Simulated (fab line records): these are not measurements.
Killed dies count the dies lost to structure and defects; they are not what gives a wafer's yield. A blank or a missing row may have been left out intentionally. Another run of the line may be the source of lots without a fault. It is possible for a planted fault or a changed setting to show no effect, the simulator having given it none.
Matching of chambers ; flow nand-harc ; ald-hk-04 running NHARC_A_WL_FILL_ALD_00: 4 sister chambers
The step deposits Al2O3, target thk 3 nm, pulse time 3 s, ald cycles 30. 8 wafers are shown with their chamber, then 10 later ones without.

## WAFERS PAIRED WITH THEIR CHAMBERS
wafer;chamber;heater-power-w (W);precursor-pulse-height-rel
L078.1;2;494;0.985
L084.2;1;470;1.003
L084.5;1;470;0.992
L084.6;2;498;0.991
L087.5;3;488;1.012
L087.6;0;427;1.010
L089.2;3;479;0.988
L089.4;0;421;0.993

## WAFERS WITH NO CHAMBER GIVEN
wafer;heater-power-w (W);precursor-pulse-height-rel
L089.5;470;1.011
L091.3;499;0.998
L091.4;484;1.021
L091.6;497;1.001
L095.2;499;1.027
L095.4;437;1.009
L095.6;498;0.985
L096.1;517;0.976
L096.2;488;0.989
L096.3;437;1.012

## EACH ONE'S CHAMBER
wafer;from the rows above;in truth
L089.5;1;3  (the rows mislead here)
L091.3;2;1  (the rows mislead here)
L091.4;3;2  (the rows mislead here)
L091.6;2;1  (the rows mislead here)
L095.2;can't be placed: 2 or 3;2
L095.4;0;0
L095.6;2;2
L096.1;2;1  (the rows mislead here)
L096.2;can't be placed: 3 or 2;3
L096.3;0;0
Correctly placed: 3 of 10. From these rows, 2 cannot be placed; in 2 the true chamber is one of the candidates. Wrongly placed: 5.
How it was worked out, from the rows above alone: a wafer's distance from a chamber is the root of the sum, over the readings, of the square of ((its reading less the chamber's mean) divided by the reading's scatter). The wafer belongs to the nearest chamber; if the next one is less than 2 further off, it can't be placed. The mean given for a chamber averages the wafers shown for that chamber. The scatter: the root of (the sum of the squares of (reading less its chamber's mean) over the shown wafers, divided by (wafers less chambers)).
